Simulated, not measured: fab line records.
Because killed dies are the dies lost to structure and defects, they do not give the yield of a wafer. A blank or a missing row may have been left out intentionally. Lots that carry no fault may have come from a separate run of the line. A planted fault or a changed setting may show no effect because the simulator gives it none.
fab line records	flow n5-finfet
record lots=6	wafers=18	last-day=17
route steps=1938 shown BEOL_M2@878 BEOL_M4@1111 PASSIVATION@1936
lots that met no fault: from a run of the same line without faults
start-h: start of the lot's first displayed wafer, in hours after the record's first day	wait-h: how many hours have passed since the lot's step before this one	" the same as in the row above	L1.1+2: a single row standing in for several wafers	- no value, or no start given	* or withheld: withheld	< > ~ a bound
route shown NAME@n: NAME is a module with steps in the file, n the number in the route of the first one	usual: average and standard deviation across the fault-free wafers	same: alike in all rows	chamber/n: place in a boat	sites: each site's reading	_std_site: how widely they spread, as a standard deviation	_edge_site: mean of outer sites minus mean of inner sites	radius-mm: for every site, how far away it sits from the centre of the wafer	mask NAME#n: copy n	behind: the tool/chamber that last shaped the wafer	hold: why the lot was held/for how many hours/how that ended	device: which transistor (n, p or np) failed to switch	end of line: at the end of the route, the tests of the same wafers	step lacking rows: just its recipe	killed: count of dies lost to structure and defects at first sort (not the wafer's yield)	map: the dies of a wafer, with x for killed, . for not killed, _ for no die there
set.NAME: the setting the step ran with; set.NAME@STEP: the setting that earlier step ran with	model.NAME: the simulator's own value behind a step, which no gauge read
lots at selected steps of the route; one table per step, one row per wafer
services: from which hour (start-h, from the record's first day; less than 0 if before it) a tool's chamber was out of use, for how many hours, and why
## steps
# step N5_BEOL_M2_INSPECT_30
# recipe mode=adi	inspect-instrument=brightfield
# usual raw-defect-count=412/96
lot.wafer	tool	chamber	start-h	wait-h	raw-defect-count
L574.2	defect-inspect-01	-	151.21	0.0	291
L574.3	"	-	"	"	463
L574.4	"	-	"	"	330
L576.2	defect-inspect-01	-	151.74	0.0	536
L576.4	"	-	"	"	348
L576.5	"	-	"	"	531
L589.1	defect-inspect-01	-	236.93	0.1	274
L589.3	"	-	"	"	353
L589.5	"	-	"	"	395
L590.3	defect-inspect-01	-	243.27	0.0	283
L590.4	"	-	"	"	360
L590.6	"	-	"	"	362
L593.1	defect-inspect-02	-	265.53	0.1	413
L593.5	"	-	"	"	428
L593.6	"	-	"	"	385
L595.3	defect-inspect-02	-	270.75	0.0	378
L595.5	"	-	"	"	342
L595.6	"	-	"	"	305
# step N5_BEOL_M2_DESCUM_33
# recipe chemistry=O2	time-s=7	source-power-w=50	bias-power-w=20	pressure-mtorr=20	rf-frequency-hz=2.712e+07	temp-c=40	resist=CAR-EUV	o2-flow-sccm=225
# usual drypump-motor-current-A=5.8/0.41	oes-product-au=0.79/0.089	rf-vpp-V=243.1/1.2	showerhead-plenum-p-Torr=2.09/0.059	throttle-valve-pct=20.39/0.26
lot.wafer	tool	chamber	start-h	wait-h	drypump-motor-current-A	oes-product-au	rf-hours-counter-h	rf-vpp-V	showerhead-plenum-p-Torr	throttle-valve-pct
L574.2	rie-diel-04	3	151.24	0.0	6.3	0.81	90	242.2	2.02	20.02
L574.3	"	0	"	"	5.7	0.83	80	243.6	2.04	20.75
L574.4	"	1	"	"	5.6	0.68	230	243.7	2.15	20.50
L576.2	rie-diel-03	0	151.78	0.0	6.1	0.93	21	241.4	2.05	20.15
L576.4	"	1	"	"	5.9	0.69	225	242.2	2.06	20.62
L576.5	"	2	"	"	6.0	0.78	-	242.4	2.10	20.17
L589.1	rie-diel-01	3	236.97	0.0	6.4	0.93	25	245.7	2.23	20.23
L589.3	"	1	"	"	6.0	0.82	108	242.7	2.10	20.49
L589.5	"	0	"	"	5.7	0.73	-	243.2	2.07	20.16
L590.3	rie-diel-01	2	243.30	0.0	6.4	0.73	175	242.8	2.08	20.94
L590.4	"	3	"	"	6.4	0.92	26	243.9	2.23	20.22
L590.6	"	1	"	"	6.0	0.82	-	244.1	2.10	20.49
L593.1	rie-diel-03	2	265.67	0.1	6.0	0.73	146	244.9	2.09	20.25
L593.5	"	3	"	"	5.2	0.94	-	243.8	2.14	20.30
L593.6	"	2	"	"	6.0	0.72	-	242.7	2.09	20.25
L595.3	rie-diel-04	1	271.35	0.6	5.6	0.93	17	245.5	2.14	20.18
L595.5	"	1	"	"	5.6	0.93	-	243.1	2.14	20.18
L595.6	"	0	"	"	5.7	0.77	-	242.6	2.02	20.80
# step N5_BEOL_M2_ETCH_77
# recipe chemistry=N2/H2	target=underlayer	target-depth-a=65	mask-material=CAR-EUV	time-s=5.2	ion-energy-ev=200	pressure-mtorr=30	source-w=840	bias-w=150	n2-flow-sccm=200	h2-flow-sccm=200	ends=cleared
# usual bias-w=150.0/0.43	drypump-motor-current-A=5.8/0.4	etch-rf-on-time-s=5.18/0.077	h2-flow-sccm=200.0/0.6	oes-product-au=0.68/0.076	rf-vpp-V=523.8/2.4	showerhead-plenum-p-Torr=2.54/0.071	throttle-valve-pct=17.80/0.26
lot.wafer	tool	chamber	start-h	wait-h	bias-w	drypump-motor-current-A	etch-rf-on-time-s	h2-flow-sccm	oes-product-au	rf-hours-counter-h	rf-vpp-V	showerhead-plenum-p-Torr	throttle-valve-pct
L574.2	rie-diel-04	3	151.27	0.0	150.0	6.2	5.14	201.2	0.69	90	520.9	2.46	17.41
L574.3	"	0	"	"	149.5	5.7	5.12	199.6	0.72	80	522.7	2.46	18.11
L574.4	"	1	"	"	150.1	5.6	5.16	199.6	0.58	230	524.6	2.61	17.93
L576.2	rie-diel-03	0	151.81	0.0	150.5	6.1	5.16	200.7	0.78	21	523.0	2.50	17.62
L576.4	"	1	"	"	149.5	5.8	5.29	199.8	0.59	225	521.6	2.50	18.04
L576.5	"	2	"	"	150.5	6.0	5.26	200.0	0.66	-	525.0	2.56	17.52
L589.1	rie-diel-01	3	237.00	0.0	150.1	6.4	5.15	199.6	0.79	25	530.1	2.70	17.56
L589.3	"	1	"	"	149.2	6.0	5.20	199.9	0.69	108	523.2	2.56	17.93
L589.5	"	0	"	"	149.7	5.7	5.17	199.2	0.63	-	523.4	2.52	17.59
L590.3	rie-diel-01	2	243.33	0.0	149.8	6.4	5.09	199.8	0.62	175	522.7	2.52	18.29
L590.4	"	3	"	"	150.4	6.4	5.11	201.0	0.79	27	529.0	2.70	17.56
L590.6	"	1	"	"	150.0	6.0	5.16	199.8	0.71	-	523.6	2.56	17.96
L593.1	rie-diel-03	2	265.70	0.0	149.7	6.0	5.24	199.7	0.63	146	524.3	2.54	17.59
L593.5	"	3	"	"	149.7	5.2	5.21	199.5	0.80	-	526.2	2.61	17.76
L593.6	"	2	"	"	149.6	6.0	5.21	200.5	0.64	-	523.1	2.54	17.64
L595.3	rie-diel-04	1	271.38	0.0	149.8	5.7	5.14	199.1	0.80	17	524.7	2.60	17.59
L595.5	"	1	"	"	150.0	5.7	5.12	200.6	0.80	-	523.4	2.60	17.57
L595.6	"	0	"	"	149.9	5.7	5.18	199.6	0.65	-	522.3	2.44	18.20
# step N5_BEOL_M2_ETCH_69
# recipe chemistry=CF4	target=SiARC	target-depth-a=156	mask-material=CAR-EUV	time-s=26	ion-energy-ev=80	pressure-mtorr=40	source-w=545	bias-w=36	Ar_flow_sccm=100	cf4-flow-sccm=100	ends=cleared
# usual bias-w=36.00/0.1	drypump-motor-current-A=5.8/0.4	etch-rf-on-time-s=25.9/0.36	oes-product-au=0.68/0.076	rf-vpp-V=184.0/1.1	showerhead-plenum-p-Torr=2.14/0.056	throttle-valve-pct=15.58/0.25
lot.wafer	tool	chamber	start-h	wait-h	bias-w	drypump-motor-current-A	etch-rf-on-time-s	oes-product-au	rf-hours-counter-h	rf-vpp-V	showerhead-plenum-p-Torr	throttle-valve-pct
L574.2	rie-diel-04	3	151.29	0.0	35.91	6.2	25.1	0.70	90	182.8	2.07	15.26
L574.3	"	0	"	"	35.97	5.7	25.2	0.71	80	184.3	2.08	15.77
L574.4	"	1	"	"	36.10	5.6	25.8	0.59	230	185.2	2.19	15.71
L576.2	rie-diel-03	0	151.83	0.0	36.11	6.1	25.4	0.79	21	182.8	2.10	15.28
L576.4	"	1	"	"	36.04	5.8	26.0	0.59	225	183.2	2.12	15.88
L576.5	"	2	"	"	35.82	6.0	25.8	0.66	-	183.4	2.16	15.46
L589.1	rie-diel-01	3	237.02	0.0	36.16	6.4	25.8	0.78	25	186.1	2.26	15.28
L589.3	"	1	"	"	36.11	5.9	26.1	0.70	108	183.9	2.16	15.68
L589.5	"	0	"	"	35.91	5.7	25.9	0.62	-	184.8	2.14	15.47
L590.3	rie-diel-01	2	243.35	0.0	36.06	6.4	26.2	0.64	175	183.7	2.13	16.11
L590.4	"	3	"	"	36.15	6.4	25.9	0.78	27	186.2	2.26	15.29
L590.6	"	1	"	"	36.02	6.0	26.1	0.69	-	185.0	2.16	15.69
L593.1	rie-diel-03	2	265.72	0.0	36.01	6.0	26.4	0.63	147	184.1	2.15	15.53
L593.5	"	3	"	"	35.86	5.2	26.1	0.79	-	185.1	2.19	15.44
L593.6	"	2	"	"	36.11	6.0	26.2	0.63	-	185.7	2.15	15.54
L595.3	rie-diel-04	1	271.40	0.0	36.14	5.6	25.6	0.81	17	184.5	2.18	15.30
L595.5	"	1	"	"	35.92	5.6	25.5	0.80	-	186.5	2.18	15.28
L595.6	"	0	"	"	35.72	5.7	26.0	0.66	-	183.6	2.06	15.86
# step N5_BEOL_M2_ALD_98
# recipe material=SiO2	target-thk-a=25	temp-c=100	ald-precursor-family=BDEAS	ald-co-reactant=O2-plasma	pulse-time-s=1	co-reactant-pulse-time-s=1	purge-time-s=2	co-reactant-purge-time-s=2	ald-cycles=17	pressure-torr=2
# step N5_BEOL_M2_ETCHBACK_99
# recipe chemistry=CHF3	target=SiO2	target-depth-a=50	time-s=10.4	source-w=215	bias-w=47	Ar_flow_sccm=200	CHF3_flow_sccm=12	ion-energy-ev=100	pressure-mtorr=30
# step N5_BEOL_M2_ETCH_70
# recipe chemistry=N2/H2	target=SOC	target-depth-a=800	overetch-a=240	mask-material=SiARC	temp-c=40	time-s=130	ion-energy-ev=200	pressure-mtorr=30	source-w=840	bias-w=150	n2-flow-sccm=200	h2-flow-sccm=200
# usual bias-w=149.9/0.41	drypump-motor-current-A=5.9/0.41	h2-flow-sccm=200.0/0.56	oes-product-au=0.58/0.06	rf-vpp-V=524.0/2	showerhead-plenum-p-Torr=2.54/0.068	throttle-valve-pct=17.76/0.27
lot.wafer	tool	chamber	start-h	wait-h	bias-w	drypump-motor-current-A	h2-flow-sccm	oes-product-au	rf-hours-counter-h	rf-vpp-V	showerhead-plenum-p-Torr	throttle-valve-pct
L574.2	rie-diel-01	2	154.84	0.0	149.9	6.5	200.0	0.57	140	524.3	2.54	18.17
L574.3	"	1	"	"	150.1	6.0	199.5	0.62	71	525.9	2.57	17.85
L574.4	"	2	"	"	149.9	6.4	200.2	0.57	-	523.7	2.54	18.18
L576.2	rie-diel-03	1	154.93	0.0	149.7	5.9	200.4	0.51	226	524.6	2.50	18.01
L576.4	"	0	"	"	149.7	6.1	200.2	0.66	22	522.3	2.50	17.54
L576.5	"	2	"	"	149.6	6.0	200.6	0.57	-	525.3	2.56	17.51
L590.3	rie-diel-01	1	251.41	0.0	150.9	6.0	201.1	0.60	110	523.5	2.56	17.90
L590.4	"	2	"	"	149.4	6.5	200.3	0.54	177	523.6	2.52	18.25
L590.6	"	0	"	"	150.2	5.7	200.2	0.54	-	522.3	2.52	17.53
L589.1	rie-diel-03	2	257.20	0.0	150.7	6.0	200.1	0.56	142	523.5	2.54	17.56
L589.3	"	0	"	"	150.3	6.1	199.7	0.63	59	522.0	2.48	17.60
L589.5	"	2	"	"	149.8	6.0	199.1	0.55	-	524.7	2.54	17.56
L593.1	rie-diel-01	2	269.17	0.0	149.7	6.4	200.4	0.54	184	523.7	2.52	18.27
L593.5	"	1	"	"	150.5	6.0	199.0	0.59	-	524.3	2.55	17.93
L593.6	"	2	"	"	150.1	6.4	199.5	0.54	-	523.3	2.52	18.26
L595.3	rie-diel-03	0	272.33	0.0	150.5	6.1	198.8	0.62	66	522.3	2.48	17.62
L595.5	"	2	"	"	150.2	6.0	199.1	0.55	-	524.9	2.54	17.56
L595.6	"	0	"	"	150.7	6.1	198.9	0.61	-	520.8	2.48	17.61
# step N5_BEOL_M2_STRIP_71
# recipe chemistry=N2/H2	temp-c=40	n2-flow-sccm=200	h2-flow-sccm=200	rf-frequency-hz=6e+07
# step N5_BEOL_M2_STRIP_78
# recipe chemistry=N2/H2	temp-c=40	n2-flow-sccm=200	h2-flow-sccm=200	rf-frequency-hz=6e+07
# step N5_BEOL_M2_VIA_ETCH_34
# recipe chemistry=C4F6/O2	target-depth-a=694	mask-material=SOC	pressure-mtorr=15	ion-energy-ev=250	taper-deg=4	time-s=65.9	source-w=350	bias-w=170	Ar_flow_sccm=300	C4F6_flow_sccm=10	O2_flow_sccm=10
# usual bias-w=170.0/0.49	drypump-motor-current-A=5.8/0.41	oes-product-au=0.78/0.086	rf-vpp-V=669/5.5	showerhead-plenum-p-Torr=2.84/0.072	throttle-valve-pct=30.74/0.29
lot.wafer	tool	chamber	start-h	wait-h	bias-w	drypump-motor-current-A	oes-product-au	rf-hours-counter-h	rf-vpp-V	showerhead-plenum-p-Torr	throttle-valve-pct
L574.2	rie-diel-01	2	154.94	0.0	170.1	6.4	0.77	140	672	2.85	31.27
L574.3	"	1	"	"	170.0	6.0	0.85	72	674	2.88	30.92
L574.4	"	2	"	"	170.2	6.4	0.77	-	671	2.85	31.25
L576.2	rie-diel-03	1	155.04	0.0	170.2	5.8	0.70	227	661	2.81	30.95
L576.4	"	0	"	"	169.4	6.1	0.91	22	668	2.78	30.44
L576.5	"	2	"	"	169.9	6.0	0.77	-	677	2.87	30.51
L590.3	rie-diel-01	1	251.52	0.0	169.8	5.9	0.82	110	675	2.86	30.95
L590.4	"	2	"	"	170.1	6.4	0.74	177	671	2.83	31.30
L590.6	"	0	"	"	169.8	5.6	0.72	-	667	2.83	30.51
L589.1	rie-diel-03	2	257.30	0.0	169.5	6.0	0.75	142	677	2.86	30.56
L589.3	"	0	"	"	170.8	6.1	0.86	59	667	2.77	30.49
L589.5	"	2	"	"	170.8	6.0	0.74	-	677	2.86	30.57
L593.1	rie-diel-01	2	269.28	0.0	170.0	6.4	0.73	184	670	2.83	31.31
L593.5	"	1	"	"	170.6	6.0	0.81	-	675	2.86	30.95
L593.6	"	2	"	"	170.5	6.4	0.73	-	670	2.83	31.30
L595.3	rie-diel-03	0	272.43	0.0	169.7	6.1	0.85	66	668	2.76	30.48
L595.5	"	2	"	"	170.1	6.0	0.73	-	677	2.85	30.56
L595.6	"	0	"	"	169.9	6.1	0.85	-	667	2.76	30.50
# step N5_BEOL_M2_STRIP_83
# recipe chemistry=C4F6/O2	resist=SiARC	rf-frequency-hz=6e+07
# step N5_BEOL_M2_STRIP_36
# recipe chemistry=N2/H2	power-w=450	temp-c=40	pressure-mtorr=20	rf-frequency-hz=6e+07	overash-fraction=0.3	bias-power-w=7	h2-frac=0.5	n2-flow-sccm=200	h2-flow-sccm=200
# step N5_BEOL_M2_TRENCH_ETCH_37
# recipe chemistry=C4F6/O2	target-depth-a=555.55	target=SiOC	time-s=29.2	ion-energy-ev=250	pressure-mtorr=30	source-w=355	bias-w=185	Ar_flow_sccm=300	C4F6_flow_sccm=10	O2_flow_sccm=10
# usual bias-w=185.0/0.61	drypump-motor-current-A=5.8/0.41	oes-product-au=0.79/0.087	rf-vpp-V=669/5.5	showerhead-plenum-p-Torr=2.85/0.072	throttle-valve-pct=20.84/0.26
lot.wafer	tool	chamber	start-h	wait-h	bias-w	drypump-motor-current-A	oes-product-au	rf-hours-counter-h	rf-vpp-V	showerhead-plenum-p-Torr	throttle-valve-pct
L574.2	rie-diel-01	2	155.04	-	184.6	6.4	0.77	140	671	2.86	21.33
L574.3	"	1	"	"	185.8	6.0	0.85	72	674	2.89	20.91
L574.4	"	2	"	"	185.0	6.3	0.77	-	671	2.86	21.32
L576.2	rie-diel-03	1	155.14	-	184.5	5.9	0.69	227	662	2.81	21.10
L576.4	"	0	"	"	185.1	6.1	0.92	22	668	2.79	20.53
L576.5	"	2	"	"	183.5	6.0	0.77	-	676	2.88	20.71
L590.3	rie-diel-01	1	251.62	-	193.4	5.9	0.83	110	699	2.87	20.98
L590.4	"	2	"	"	193.1	6.4	0.75	177	694	2.84	21.38
L590.6	"	0	"	"	194.1	5.6	0.73	-	692	2.84	20.68
L589.1	rie-diel-03	2	257.40	-	184.7	6.0	0.74	142	677	2.86	20.74
L589.3	"	0	"	"	185.8	6.1	0.85	59	669	2.77	20.58
L589.5	"	2	"	"	184.2	6.0	0.74	-	677	2.86	20.77
L593.1	rie-diel-01	2	269.38	-	193.2	6.4	0.73	184	695	2.83	21.38
L593.5	"	1	"	"	194.4	6.0	0.81	-	699	2.87	20.99
L593.6	"	2	"	"	194.1	6.4	0.75	-	694	2.83	21.40
L595.3	rie-diel-03	0	272.53	-	185.2	6.1	0.84	66	667	2.77	20.61
L595.5	"	2	"	"	185.7	6.0	0.74	-	676	2.86	20.79
L595.6	"	0	"	"	185.0	6.1	0.85	-	666	2.77	20.60
# step N5_BEOL_M2_ETCH_41
# recipe chemistry=CH3F/O2	target=SiCN	target-depth-a=299	taper-deg=2	time-s=52.5	ion-energy-ev=120	mask-material=TiN	pressure-mtorr=30	source-w=395	bias-w=75	Ar_flow_sccm=150	CH3F_flow_sccm=30	O2_flow_sccm=20
# step N5_BEOL_M4_RC_MEAS_101
# usual DIBL_N=35.7/1.3	DIBL_P=36.0/1.6	IOFF_N=0.154/0.025	IOFF_P=0.21/0.034	ION_N=675/9.7	ION_P=465/7.4	SS_N=71.3/0.55	SS_P=73.1/0.52	VT_N=250/3	VT_P=-249/3.6
lot.wafer	tool	chamber	start-h	wait-h	DIBL_N[mV/V]	DIBL_P[mV/V]	IOFF_N[nA/um]	IOFF_P[nA/um]	ION_N[uA/um]	ION_P[uA/um]	SS_N[mV/dec]	SS_P[mV/dec]	VT_N[mV]	VT_P[mV]
L574.2	prober-02	0	181.12	0.2	36.7	37.5	0.173	0.22	682	465	71.3	72.7	252	-250
L574.3	"	0	"	"	37.0	38.3	0.172	0.23	670	460	71.7	73.4	249	-250
L574.4	"	0	"	"	36.4	37.1	0.163	0.21	666	465	71.0	72.9	249	-250
L576.2	prober-02	0	182.96	0.2	35.7	36.6	0.155	0.22	683	469	71.1	72.9	251	-248
L576.4	"	0	"	"	36.7	38.0	0.168	0.26	688	478	71.7	73.5	251	-245
L576.5	"	0	"	"	36.5	37.0	0.163	0.24	687	470	71.5	73.6	251	-248
L590.3	prober-02	0	274.36	0.3	34.9	35.2	0.156	0.23	665	461	70.8	73.0	250	-248
L590.4	"	0	"	"	36.0	37.3	0.175	0.26	691	476	71.2	74.2	247	-244
L590.6	"	0	"	"	35.7	37.0	0.170	0.25	681	470	70.7	73.2	247	-245
L589.1	prober-01	0	278.05	0.0	36.3	35.8	0.172	0.23	682	472	71.2	73.0	248	-250
L589.3	"	0	"	"	34.0	33.9	0.142	0.19	683	473	70.4	72.2	250	-249
L589.5	"	0	"	"	36.2	35.9	0.170	0.23	685	469	71.0	73.2	249	-249
L595.3	prober-02	0	302.69	0.3	37.6	36.8	0.171	0.22	672	462	71.6	73.0	248	-248
L595.5	"	0	"	"	36.8	35.1	0.152	0.20	670	456	71.7	73.1	249	-251
L595.6	"	0	"	"	37.0	35.8	0.167	0.20	675	463	71.2	74.0	250	-250
L593.1	prober-02	0	306.16	0.0	36.1	34.1	0.124	0.14	673	454	70.9	72.2	256	-259
L593.5	"	0	"	"	37.7	36.3	0.155	0.17	669	448	71.3	72.7	253	-255
L593.6	"	0	"	"	35.2	33.6	0.114	0.14	667	453	70.4	72.6	254	-257
# step N5_PASSIVATION_PROBE_49
# usual defect-limited-yield=91.6/1.4	killed_at_M0_to_M3=35/10	killed_at_M4_up=13/5.3	killed-at-contacts=12/5.9	killed-at-front-end=36/9.9	killed-at-other=3.2/3	killed-dies=99/16	killed-open=66/12	killed-short=32/7.7	sort_bin_5_function=4.9/0.91	sort_bin_6_memory=3.2/0.65	sort-n-pass=1081/16	sort-yield-pct=91.6/1.4
# same gross-dies=1180	killed-at-back-side=0	sort_bin_4_leakage[%]=0	sort_bin_8_speed[%]=0
lot.wafer	tool	chamber	start-h	wait-h	defect-limited-yield[%]	killed_at_M0_to_M3	killed_at_M4_up	killed-at-contacts	killed-at-front-end	killed-at-other	killed-dies	killed-open	killed-short	sort_bin_5_function[%]	sort_bin_6_memory[%]	sort-n-pass	sort-yield-pct[%]
L574.2	prober-01	-	286.74	0.1	92.8	23	20	4	38	0	85	64	21	3.7	3.2	1095	92.8
L574.3	prober-01	-	286.79	0.1	93.6	31	6	4	33	1	75	55	19	3.4	2.6	1105	93.6
L574.4	prober-01	-	286.84	0.2	93.4	24	13	6	34	1	78	54	22	3.8	2.4	1102	93.4
L576.2	prober-01	-	287.91	0.1	91.4	27	11	29	25	9	101	73	28	5.0	3.1	1079	91.4
L576.4	prober-01	-	288.01	0.2	89.7	37	21	24	37	3	122	88	33	6.4	3.4	1058	89.7
L576.5	prober-01	-	288.06	0.2	89.5	52	14	22	34	2	124	79	45	6.5	3.7	1056	89.5
L590.3	prober-01	-	385.80	0.1	90.2	36	27	14	36	3	116	79	36	5.4	4.2	1064	90.2
L590.4	prober-01	-	385.85	0.2	91.6	43	25	8	19	4	99	65	33	4.6	3.6	1081	91.6
L590.6	prober-01	-	385.95	0.3	92.5	31	20	6	28	3	88	61	26	4.9	2.5	1092	92.5
L589.1	prober-02	-	389.25	0.0	93.6	19	11	20	26	0	76	48	28	4.5	1.6	1104	93.6
L589.3	prober-02	-	389.35	0.1	93.3	17	11	7	43	1	79	53	19	3.7	2.5	1101	93.3
L589.5	prober-02	-	389.45	0.2	91.5	25	13	15	44	3	100	67	29	4.3	3.6	1080	91.5
L593.1	prober-01	-	404.77	0.5	91.8	40	10	12	29	6	97	66	31	5.1	2.8	1083	91.8
L593.5	prober-01	-	404.97	0.7	90.8	45	4	6	48	5	108	73	35	4.9	3.4	1072	90.8
L593.6	prober-01	-	405.02	0.7	90.8	44	10	5	46	4	109	68	35	5.6	2.9	1071	90.8
L595.3	prober-01	-	409.67	0.3	91.3	43	5	6	47	2	103	63	32	5.3	2.6	1077	91.3
L595.5	prober-01	-	409.77	0.4	90.9	39	8	20	40	0	107	54	52	4.3	4.2	1073	90.9
L595.6	prober-01	-	409.82	0.4	91.4	18	13	7	57	6	101	58	37	4.6	3.1	1079	91.4
# killed by level:class
L574.2 STI_FIN_REVEAL:geometric-particle:open=12 FIN_SAQP:geometric-particle:open=9 BEOL_M0_SAQP:geometric-particle:open=6 BEOL_M5:geometric-particle:open=6 BEOL_M2:geometric-particle:open=5 DUMMY_GATE:geometric-particle:open=4 BEOL_M1:geometric-particle:open=4 BEOL_M4:geometric-particle:open=4
L574.3 FIN_SAQP:geometric-particle:open=15 BEOL_M2:geometric-particle:open=10 BEOL_M3:geometric-particle:open=9 STI_FIN_REVEAL:geometric-particle:open=6 FIN_SAQP:geometric-particle:short=3 BEOL_M0_SAQP:geometric-particle:open=3 BEOL_M3:geometric-particle:short=3 BEOL_M4:geometric-particle:open=3
L574.4 STI_FIN_REVEAL:geometric-particle:open=10 MOL_CONTACT_COAG:geometric-particle:open=6 BEOL_M1:geometric-particle:open=5 BEOL_M5:geometric-particle:open=5 GATE_CUT:geometric-particle:open=4 BEOL_M3:geometric-particle:open=4 BEOL_M0_SAQP:geometric-particle:short=4 BEOL_M1:geometric-particle:short=4
L576.2 MOL_CONTACT_COAG:geometric-particle:open=27 BEOL_M2:geometric-particle:open=7 BEOL_M4:geometric-particle:open=7 FIN_SAQP:geometric-particle:short=5 BEOL_M3:geometric-particle:open=4 DUMMY_GATE:geometric-particle:open=3 BEOL_M0_SAQP:geometric-particle:open=3 BEOL_M1:geometric-particle:open=3
L576.4 MOL_CONTACT_COAG:geometric-particle:open=20 FIN_SAQP:geometric-particle:open=15 BEOL_M4:geometric-particle:open=13 BEOL_M0_SAQP:geometric-particle:open=9 FIN_SAQP:geometric-particle:short=7 BEOL_M1:geometric-particle:open=7 BEOL_M3:geometric-particle:open=7 STARTING-WAFER:geometric-particle:short=5
L576.5 MOL_CONTACT_COAG:geometric-particle:open=16 BEOL_M3:geometric-particle:open=11 BEOL_M1:geometric-particle:short=10 BEOL_M0_SAQP:geometric-particle:short=9 BEOL_M1:geometric-particle:open=8 FIN_SAQP:geometric-particle:short=7 BEOL_M2:geometric-particle:open=7 MOL_CONTACT_COAG:geometric-particle:short=6
L590.3 MOL_CONTACT_COAG:geometric-particle:open=12 BEOL_M0_SAQP:geometric-particle:short=11 STI_FIN_REVEAL:geometric-particle:open=10 BEOL_M4:geometric-particle:open=8 BEOL_M0_SAQP:geometric-particle:open=6 BEOL_M3:geometric-particle:open=6 BEOL_M1:geometric-particle:open=5 BEOL_M8:geometric-particle:open=5
L590.4 BEOL_M0_SAQP:geometric-particle:short=11 BEOL_M2:geometric-particle:open=11 BEOL_M4:geometric-particle:open=9 FIN_SAQP:geometric-particle:short=7 BEOL_M0_SAQP:geometric-particle:open=7 BEOL_M1:geometric-particle:open=7 MOL_CONTACT_COAG:geometric-particle:open=6 BEOL_M8:geometric-particle:open=6
L590.6 BEOL_M4:geometric-particle:open=9 BEOL_M1:geometric-particle:open=8 BEOL_M0_SAQP:geometric-particle:open=6 FIN_SAQP:geometric-particle:short=5 GATE_CUT:geometric-particle:short=5 MOL_CONTACT_COAG:geometric-particle:open=5 BEOL_M3:geometric-particle:open=5 STARTING-WAFER:geometric-particle:open=5
L589.1 MOL_CONTACT_COAG:geometric-particle:open=16 FIN_SAQP:geometric-particle:short=4 FIN_SAQP:geometric-particle:open=4 DUMMY_GATE:geometric-particle:open=4 GATE_CUT:geometric-particle:short=4 MOL_CONTACT_COAG:geometric-particle:short=4 BEOL_M1:geometric-particle:open=4 BEOL_M0_SAQP:geometric-particle:short=4
L589.3 STI_FIN_REVEAL:geometric-particle:open=11 BEOL_M4:geometric-particle:open=7 MOL_CONTACT_COAG:geometric-particle:open=6 FIN_SAQP:geometric-particle:short=5 BEOL_M0_SAQP:geometric-particle:open=5 HKMG_FIN:area-etch=5 DUMMY_GATE:geometric-particle:open=4 GATE_CUT:geometric-particle:open=4
L589.5 MOL_CONTACT_COAG:geometric-particle:open=13 FIN_SAQP:geometric-particle:short=11 STI_FIN_REVEAL:geometric-particle:open=11 BEOL_M0_SAQP:geometric-particle:open=6 BEOL_M2:geometric-particle:open=6 FIN_SAQP:geometric-particle:open=5 DUMMY_GATE:geometric-particle:open=4 BEOL_M3:geometric-particle:open=4
L593.1 BEOL_M0_SAQP:geometric-particle:short=12 MOL_CONTACT_COAG:geometric-particle:open=10 BEOL_M0_SAQP:geometric-particle:open=8 BEOL_M2:geometric-particle:open=8 FIN_SAQP:geometric-particle:open=5 STARTING-WAFER:geometric-particle:open=5 FIN_SAQP:geometric-particle:short=4 STI_FIN_REVEAL:geometric-particle:open=4
L593.5 FIN_SAQP:geometric-particle:open=12 BEOL_M1:geometric-particle:open=12 BEOL_M0_SAQP:geometric-particle:open=10 FIN_SAQP:geometric-particle:short=8 STI_FIN_REVEAL:geometric-particle:open=8 BEOL_M2:geometric-particle:open=8 BEOL_M0_SAQP:geometric-particle:short=6 MOL_CONTACT_COAG:geometric-particle:open=5
L593.6 BEOL_M0_SAQP:geometric-particle:open=16 FIN_SAQP:geometric-particle:short=10 BEOL_M0_SAQP:geometric-particle:short=10 STI_FIN_REVEAL:geometric-particle:open=9 FIN_SAQP:geometric-particle:open=8 BEOL_M1:geometric-particle:open=6 BEOL_M3:geometric-particle:open=6 HKMG_FIN:area-etch=5
L595.3 STI_FIN_REVEAL:geometric-particle:open=16 BEOL_M0_SAQP:geometric-particle:open=13 BEOL_M0_SAQP:geometric-particle:short=13 FIN_SAQP:geometric-particle:short=7 MOL_CONTACT_COAG:geometric-particle:open=6 BEOL_M2:geometric-particle:open=6 FIN_SAQP:geometric-particle:open=4 STI_FIN_REVEAL:geometric-particle:short=4
L595.5 BEOL_M0_SAQP:geometric-particle:short=19 FIN_SAQP:geometric-particle:short=15 MOL_CONTACT_COAG:geometric-particle:open=15 BEOL_M0_SAQP:geometric-particle:open=10 FIN_SAQP:geometric-particle:open=5 MOL_CONTACT_COAG:geometric-particle:short=5 BEOL_M2:geometric-particle:open=5 DUMMY_GATE:geometric-particle:open=4
L595.6 FIN_SAQP:geometric-particle:short=16 FIN_SAQP:geometric-particle:open=13 STI_FIN_REVEAL:geometric-particle:open=10 BEOL_M0_SAQP:geometric-particle:open=8 BEOL_M1:geometric-particle:open=6 GATE_CUT:geometric-particle:short=5 MOL_CONTACT_COAG:geometric-particle:open=5 BEOL_M5:geometric-particle:open=3
## services
tool	chamber	start-h	hours	kind
rie-diel-01	0	143.31	8.5	repair
rie-diel-01	3	144.31	29.9	repair
rie-diel-03	2	156.59	4.1	repair
rie-diel-01	3	179.40	9.7	repair
rie-diel-01	3	189.25	4.4	repair
rie-diel-04	1	204.31	-	clean
rie-diel-04	1	204.31	-	consumable-replace:focus-ring
rie-diel-04	1	204.31	27.6	scheduled-down
rie-diel-04	1	204.31	27.6	vent-cycle
rie-diel-01	3	218.62	7.3	repair
rie-diel-03	3	224.41	-	clean
rie-diel-03	3	224.41	-	consumable-replace:focus-ring
rie-diel-03	3	224.41	16.6	scheduled-down
rie-diel-03	3	224.41	16.6	vent-cycle
rie-diel-03	1	241.05	-	clean
rie-diel-03	1	241.05	-	consumable-replace:focus-ring
rie-diel-03	1	241.05	19.3	scheduled-down
rie-diel-03	1	241.05	19.3	vent-cycle
rie-diel-04	0	264.37	1.6	repair
## key
first-sign step=N5_BEOL_M2_TRENCH_ETCH_37	reading=bias-w	direction=up	sigmas=14	usual=*	struck=*
effect step=N5_BEOL_M2_TRENCH_ETCH_37	reading=rf-vpp-V	direction=up	sigmas=4.7	usual=669	struck=696
met-at N5_BEOL_M2_TRENCH_ETCH_37
struck-wafers L590.3,L590.4,L590.6,L593.1,L593.5,L593.6
onset-between 155.04 251.62
fault kind=process-parameter-drift	tool=rie-diel-01	chamber=-	onset-h=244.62	steps=N5_BEOL_M2_TRENCH_ETCH_37	channel=bias-w	offset=*	shape=step	end-h=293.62	acts-in=*	stated=*
